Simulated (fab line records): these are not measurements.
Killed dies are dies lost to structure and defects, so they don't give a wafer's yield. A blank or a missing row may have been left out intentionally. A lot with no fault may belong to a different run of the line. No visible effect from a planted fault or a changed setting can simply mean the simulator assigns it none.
Matching of chambers | flow n5_finfet | 4 sister chambers for N5_BEOL_M2_ETCH_69 on rie_diel-05
The step etches SiARC in CF4, target depth 15.6 nm, time 26 s. 4 wafers are shown with their chamber, then 9 later ones without.

== EACH WAFER AND ITS CHAMBER ==
wafer  | chamber | showerhead_plenum_p_Torr (Torr)
L087.6 | 3       | 2.26
L090.1 | 1       | 2.18
L090.3 | 2       | 2.08
L090.4 | 0       | 2.10

== WAFERS WHOSE CHAMBER IS MISSING ==
wafer  | showerhead_plenum_p_Torr (Torr)
L091.2 | 2.26
L091.5 | 2.26
L091.6 | 2.07
L093.1 | 2.09
L093.3 | 2.26
L093.4 | 2.18
L097.1 | 2.07
L097.3 | 2.26
L097.5 | 2.09

== WHICH CHAMBER EACH WENT THROUGH ==
wafer  | from the rows above     | in truth
L091.2 | 3                       | 3
L091.5 | 3                       | 3
L091.6 | 2                       | 2
L093.1 | can't be placed: 2 or 0 | 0
L093.3 | 3                       | 3
L093.4 | 1                       | 1
L097.1 | 2                       | 2
L097.3 | 3                       | 3
L097.5 | can't be placed: 2 or 0 | 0
7 of 9 placed correctly. Unplaceable from these rows: 2, with the true chamber sitting among the candidates in 2. Wrongly placed: 0.
How it was worked out, from the rows above alone: a wafer's distance from a chamber is the root of the sum, over the readings, of the square of ((its reading less the chamber's mean) divided by the reading's scatter). If the next closest chamber is less than 2 further off than the closest, the wafer can't be placed; otherwise it belongs to the closest. Each chamber's mean is taken over the wafers shown for it. The scatter (one wafer shown for each chamber): square how far every hidden wafer sits from the nearest shown wafer, average those squares and take the square root.
